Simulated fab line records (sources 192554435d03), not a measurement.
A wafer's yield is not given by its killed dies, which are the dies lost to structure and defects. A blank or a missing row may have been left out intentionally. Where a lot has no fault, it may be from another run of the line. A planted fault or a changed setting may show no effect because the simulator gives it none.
Lot-split experiment :: flow n5 finfet :: 21 wafers read across 7 lots, on a route 1938 steps long

SPLIT DETAILS
At N5_BEOL_M6_COAT_22 (resist thk 30 nm), the setting spin rpm was moved away from the recipe's 1500 rpm on 7 of the 21 wafers read, by -5.6% to +6.8%. For the rest of the wafers, this setting stayed at what the recipe calls for.

FROM THE SPLIT TO THE READING: what the file shows between them, 2 steps
- N5_BEOL_M6_EBR_24
- N5_BEOL_M6_SOFTBAKE_23: time 60 s

THE READING
CAR-EUV_of_BEOL_M6_COAT_22.thk nm (the simulator's own value, which no gauge read), in nm, at N5_BEOL_M6_DESCUM_33 (chemistry O2, time 7 s). No usual value for it is given in the file. Average 26.0 nm, standard deviation 0.11 nm, over the 14 wafers here run with the recipe.

wafer: L074.2
tool, chamber at the split: litho track-02, 0
spin rpm as run, rpm: 1587
against the recipe: +5.8%
CAR-EUV_of_BEOL_M6_COAT_22.thk nm, nm: 25.2
against lot-mates on the recipe: -0.8

wafer: L074.5
tool, chamber at the split: litho track-02, 0
spin rpm as run, rpm: 1587
against the recipe: +5.8%
CAR-EUV_of_BEOL_M6_COAT_22.thk nm, nm: 25.2
against lot-mates on the recipe: -0.8

wafer: L074.3
tool, chamber at the split: litho track-02, 0
spin rpm as run, rpm: 1500
against the recipe: recipe
CAR-EUV_of_BEOL_M6_COAT_22.thk nm, nm: 26
against lot-mates on the recipe: -

wafer: L075.3
tool, chamber at the split: litho track-02, 0
spin rpm as run, rpm: 1500
against the recipe: recipe
CAR-EUV_of_BEOL_M6_COAT_22.thk nm, nm: 25.8
against lot-mates on the recipe: -

wafer: L075.4
tool, chamber at the split: litho track-02, 0
spin rpm as run, rpm: 1500
against the recipe: recipe
CAR-EUV_of_BEOL_M6_COAT_22.thk nm, nm: 26.2
against lot-mates on the recipe: -

wafer: L075.5
tool, chamber at the split: litho track-02, 0
spin rpm as run, rpm: 1602
against the recipe: +6.8%
CAR-EUV_of_BEOL_M6_COAT_22.thk nm, nm: 25.2
against lot-mates on the recipe: -0.8

wafer: L078.1
tool, chamber at the split: litho track-02, 0
spin rpm as run, rpm: 1416
against the recipe: -5.6%
CAR-EUV_of_BEOL_M6_COAT_22.thk nm, nm: 26.8
against lot-mates on the recipe: +0.8

wafer: L078.3
tool, chamber at the split: litho track-02, 0
spin rpm as run, rpm: 1500
against the recipe: recipe
CAR-EUV_of_BEOL_M6_COAT_22.thk nm, nm: 26
against lot-mates on the recipe: -

wafer: L078.4
tool, chamber at the split: litho track-02, 0
spin rpm as run, rpm: 1500
against the recipe: recipe
CAR-EUV_of_BEOL_M6_COAT_22.thk nm, nm: 26
against lot-mates on the recipe: -

wafer: L080.1
tool, chamber at the split: litho track-02, 0
spin rpm as run, rpm: 1500
against the recipe: recipe
CAR-EUV_of_BEOL_M6_COAT_22.thk nm, nm: 25.8
against lot-mates on the recipe: -

wafer: L080.4
tool, chamber at the split: litho track-02, 0
spin rpm as run, rpm: 1500
against the recipe: recipe
CAR-EUV_of_BEOL_M6_COAT_22.thk nm, nm: 25.8
against lot-mates on the recipe: -

wafer: L080.6
tool, chamber at the split: litho track-02, 0
spin rpm as run, rpm: 1500
against the recipe: recipe
CAR-EUV_of_BEOL_M6_COAT_22.thk nm, nm: 26
against lot-mates on the recipe: -

wafer: L086.3
tool, chamber at the split: litho track-02, 0
spin rpm as run, rpm: 1500
against the recipe: recipe
CAR-EUV_of_BEOL_M6_COAT_22.thk nm, nm: 26
against lot-mates on the recipe: -

wafer: L086.5
tool, chamber at the split: litho track-02, 0
spin rpm as run, rpm: 1500
against the recipe: recipe
CAR-EUV_of_BEOL_M6_COAT_22.thk nm, nm: 26
against lot-mates on the recipe: -

wafer: L086.6
tool, chamber at the split: litho track-02, 0
spin rpm as run, rpm: 1500
against the recipe: recipe
CAR-EUV_of_BEOL_M6_COAT_22.thk nm, nm: 25.8
against lot-mates on the recipe: -

wafer: L091.1
tool, chamber at the split: litho track-02, 0
spin rpm as run, rpm: 1547
against the recipe: +3.1%
CAR-EUV_of_BEOL_M6_COAT_22.thk nm, nm: 25.4
against lot-mates on the recipe: no lot-mate on the recipe

wafer: L091.2
tool, chamber at the split: litho track-02, 0
spin rpm as run, rpm: 1547
against the recipe: +3.1%
CAR-EUV_of_BEOL_M6_COAT_22.thk nm, nm: 25.6
against lot-mates on the recipe: no lot-mate on the recipe

wafer: L091.4
tool, chamber at the split: litho track-02, 0
spin rpm as run, rpm: 1547
against the recipe: +3.1%
CAR-EUV_of_BEOL_M6_COAT_22.thk nm, nm: 25.6
against lot-mates on the recipe: no lot-mate on the recipe

wafer: L097.1
tool, chamber at the split: litho track-02, 0
spin rpm as run, rpm: 1500
against the recipe: recipe
CAR-EUV_of_BEOL_M6_COAT_22.thk nm, nm: 26
against lot-mates on the recipe: -

wafer: L097.3
tool, chamber at the split: litho track-02, 0
spin rpm as run, rpm: 1500
against the recipe: recipe
CAR-EUV_of_BEOL_M6_COAT_22.thk nm, nm: 26
against lot-mates on the recipe: -

wafer: L097.5
tool, chamber at the split: litho track-02, 0
spin rpm as run, rpm: 1500
against the recipe: recipe
CAR-EUV_of_BEOL_M6_COAT_22.thk nm, nm: 26
against lot-mates on the recipe: -

THE FIT
A straight line over all 21 wafers: CAR-EUV_of_BEOL_M6_COAT_22.thk nm changes by -0.131 nm for each +1% of spin rpm; r = -0.96; the points scatter about the line by 0.11 nm.
The same after taking each lot's own level away (the mean of its wafers on the recipe; 18 wafers): -0.133 nm for each +1%; r = -0.97; scatter 0.096 nm.
That fit puts the effect of the largest move of spin rpm on the reading at 0.9 nm.
Measured against the standard deviation above, the lots' own levels, which go from 25.87 to 26.00 nm, span 1.2 times it.
The two slopes agree, so the slope changes little with the lot-to-lot level.
Check: for one of the wafers moved furthest among these (+6.8%), held out of the fit, the line's prediction against its lot-mates is -0.947 nm. It came out at -0.8 nm against them.

FURTHER SPLITS ON THESE WAFERS
These wafers also went through other splits before the reading. Each is held against what the fit with the lots' levels taken away leaves over:
other split on the same wafers: N5_BEOL_M4_COAT_05 spin rpm
wafers away from the commonest value: 6
r with CAR-EUV_of_BEOL_M6_COAT_22.thk nm (lot level and that fit taken away): +0.25

other split on the same wafers: N5_BEOL_M5_COAT_05 spin rpm
wafers away from the commonest value: 6
r with CAR-EUV_of_BEOL_M6_COAT_22.thk nm (lot level and that fit taken away): +0.00

THE WHOLE CHAIN: every reading that the file lists as answering this split, in the file's order
step: N5_BEOL_M6_COAT_22
what it does: resist thk 30 nm
reading: CAR-EUV_of_BEOL_M6_COAT_22.thk nm (the simulator's own value, which no gauge read)
change (the file's fit): -0.138 nm for each +1% of the setting
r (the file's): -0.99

step: N5_BEOL_M6_DESCUM_33
what it does: chemistry O2, time 7 s
reading: CAR-EUV_of_BEOL_M6_COAT_22.thk nm (the simulator's own value, which no gauge read)
change (the file's fit): -0.131 nm for each +1% of the setting
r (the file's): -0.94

FILE'S OWN FIT
CAR-EUV_of_BEOL_M6_COAT_22.thk nm changes by -0.131 nm for each +1% of spin rpm, r = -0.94.
